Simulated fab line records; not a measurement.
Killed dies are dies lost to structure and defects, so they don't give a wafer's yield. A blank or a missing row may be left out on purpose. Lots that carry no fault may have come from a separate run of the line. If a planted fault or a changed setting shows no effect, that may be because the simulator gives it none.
Chamber matching :: flow n5_finfet :: ald_metal-02 running N5_HKMG_FIN_PWFM_ALD_03: 4 sister chambers
The step deposits TiN, target thk 2 nm, pulse time 1 s, purge time 3 s. 8 wafers are shown with their chamber, then 12 later ones without.

## EACH WAFER AND ITS CHAMBER
wafer: L079.4
chamber: 0
heater_power_w (W): 819
precursor_pulse_height_rel: 1.019

wafer: L081.4
chamber: 0
heater_power_w (W): 840
precursor_pulse_height_rel: 1.001

wafer: L083.2
chamber: 3
heater_power_w (W): 883
precursor_pulse_height_rel: 1.007

wafer: L083.5
chamber: 1
heater_power_w (W): 930
precursor_pulse_height_rel: 1.021

wafer: L083.6
chamber: 2
heater_power_w (W): 971
precursor_pulse_height_rel: 0.979

wafer: L084.1
chamber: 2
heater_power_w (W): 946
precursor_pulse_height_rel: 0.952

wafer: L084.3
chamber: 1
heater_power_w (W): 938
precursor_pulse_height_rel: 1.018

wafer: L084.4
chamber: 3
heater_power_w (W): 895
precursor_pulse_height_rel: 0.973

## WAFERS WITH NO CHAMBER GIVEN
wafer: L089.1
heater_power_w (W): 894
precursor_pulse_height_rel: 0.981

wafer: L089.2
heater_power_w (W): 915
precursor_pulse_height_rel: 0.952

wafer: L089.6
heater_power_w (W): 955
precursor_pulse_height_rel: 1.022

wafer: L090.2
heater_power_w (W): 836
precursor_pulse_height_rel: 1.009

wafer: L090.4
heater_power_w (W): 951
precursor_pulse_height_rel: 0.986

wafer: L090.6
heater_power_w (W): 954
precursor_pulse_height_rel: 1.007

wafer: L093.1
heater_power_w (W): 837
precursor_pulse_height_rel: 1.000

wafer: L093.2
heater_power_w (W): 886
precursor_pulse_height_rel: 0.999

wafer: L093.5
heater_power_w (W): 833
precursor_pulse_height_rel: 1.002

wafer: L095.1
heater_power_w (W): 934
precursor_pulse_height_rel: 1.013

wafer: L095.4
heater_power_w (W): 921
precursor_pulse_height_rel: 1.028

wafer: L095.5
heater_power_w (W): 821
precursor_pulse_height_rel: 1.000

## EACH ONE'S CHAMBER
wafer: L089.1
from the rows above: 3
in truth: 3

wafer: L089.2
from the rows above: can't be placed: 3 or 2 or 1
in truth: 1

wafer: L089.6
from the rows above: can't be placed: 1 or 2
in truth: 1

wafer: L090.2
from the rows above: 0
in truth: 0

wafer: L090.4
from the rows above: can't be placed: 2 or 1
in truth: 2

wafer: L090.6
from the rows above: can't be placed: 1 or 2
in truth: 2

wafer: L093.1
from the rows above: 0
in truth: 0

wafer: L093.2
from the rows above: 3
in truth: 3

wafer: L093.5
from the rows above: 0
in truth: 0

wafer: L095.1
from the rows above: 1
in truth: 1

wafer: L095.4
from the rows above: 1
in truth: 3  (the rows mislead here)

wafer: L095.5
from the rows above: 0
in truth: 0
Correct placement for 7 of the 12. From these rows, 4 cannot be placed; in 4 the true chamber is one of the candidates. Number placed wrongly: 1.
How it was worked out, from the rows above alone: a wafer's distance from a chamber is the root of the sum, over the readings, of the square of ((its reading less the chamber's mean) divided by the reading's scatter). If the next closest chamber is less than 2 further off than the closest, the wafer can't be placed; otherwise it belongs to the closest. The mean given for a chamber averages the wafers shown for that chamber. How the scatter is found: for the shown wafers, subtract from each reading the mean of its chamber, square and add these, divide the total by (wafers less chambers), then take the root.
